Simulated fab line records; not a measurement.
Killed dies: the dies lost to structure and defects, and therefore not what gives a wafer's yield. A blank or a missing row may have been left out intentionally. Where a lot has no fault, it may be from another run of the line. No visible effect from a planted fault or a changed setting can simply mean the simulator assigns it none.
Chamber matching + flow n5Finfet + 4 sister chambers for N5_BEOL_M9_ETCH_76 on rieDiel-01
The step etches underlayer in N2/H2, target depth 6.5 nm, time 5.2 s. 14 wafers are shown with their chamber, then 7 later ones without.

## WAFERS, EACH WITH ITS CHAMBER
| wafer  | chamber | showerheadPlenumPTorr (Torr) | drypumpMotorCurrentA (A) | throttleValvePct (%) |
|--------|---------|------------------------------|--------------------------|----------------------|
| L674.1 | 3       | 2.42                         | 6.5                      | 18.13                |
| L674.2 | 1       | 2.52                         | 6.0                      | 18.29                |
| L674.6 | 0       | 2.53                         | 5.7                      | 18.26                |
| L677.2 | 2       | 2.63                         | 5.5                      | 18.26                |
| L677.3 | 3       | 2.42                         | 6.5                      | 18.10                |
| L677.5 | 3       | 2.42                         | 6.4                      | 18.13                |
| L679.2 | 1       | 2.52                         | 6.0                      | 18.26                |
| L679.3 | 2       | 2.63                         | 5.5                      | 18.27                |
| L679.6 | 1       | 2.52                         | 6.0                      | 18.28                |
| L681.1 | 0       | 2.52                         | 5.8                      | 18.26                |
| L681.2 | 1       | 2.51                         | 6.0                      | 18.27                |
| L681.6 | 2       | 2.63                         | 5.5                      | 18.29                |
| L686.4 | 2       | 2.62                         | 5.5                      | 18.33                |
| L686.5 | 0       | 2.52                         | 5.8                      | 18.24                |

SIGNATURES, as means of the wafers listed above
| reading               | chamber 0 | chamber 1 | chamber 2 | chamber 3 | scatter within a chamber |
|-----------------------|-----------|-----------|-----------|-----------|--------------------------|
| showerheadPlenumPTorr | 2.5233    | 2.5175    | 2.6275    | 2.4200    | 0.00465                  |
| drypumpMotorCurrentA  | 5.767     | 6.000     | 5.500     | 6.467     | 0.0365                   |
| throttleValvePct      | 18.2533   | 18.2750   | 18.2875   | 18.1200   | 0.0206                   |
Rule: distance of a wafer from a chamber = root of the sum over the readings of ((wafer's reading minus chamber's mean) / reading's scatter) squared. The wafer belongs to the nearest chamber; if the next one is less than 2 further off, it can't be placed. The scatter: take each reading less its chamber's mean, square it, sum over the shown wafers, divide by the number of wafers less the number of chambers, and take the root.

## WAFERS WHOSE CHAMBER IS MISSING
| wafer  | showerheadPlenumPTorr (Torr) | drypumpMotorCurrentA (A) | throttleValvePct (%) |
|--------|------------------------------|--------------------------|----------------------|
| L686.6 | 2.51                         | 6.0                      | 18.31                |
| L690.3 | 2.41                         | 6.5                      | 18.13                |
| L690.5 | 2.62                         | 5.5                      | 18.35                |
| L690.6 | 2.52                         | 5.8                      | 18.25                |
| L691.1 | 2.51                         | 5.7                      | 18.26                |
| L691.5 | 2.51                         | 5.7                      | 18.28                |
| L691.6 | 2.41                         | 6.4                      | 18.11                |

## CHAMBER TAKEN BY EACH
| wafer  | from the rows above | in truth |
|--------|---------------------|----------|
| L686.6 | 1                   | 1        |
| L690.3 | 3                   | 3        |
| L690.5 | 2                   | 2        |
| L690.6 | 0                   | 0        |
| L691.1 | 0                   | 0        |
| L691.5 | 0                   | 0        |
| L691.6 | 3                   | 3        |
Correct placement for 7 of the 7. From these rows, 0 cannot be placed. Number placed wrongly: 0.
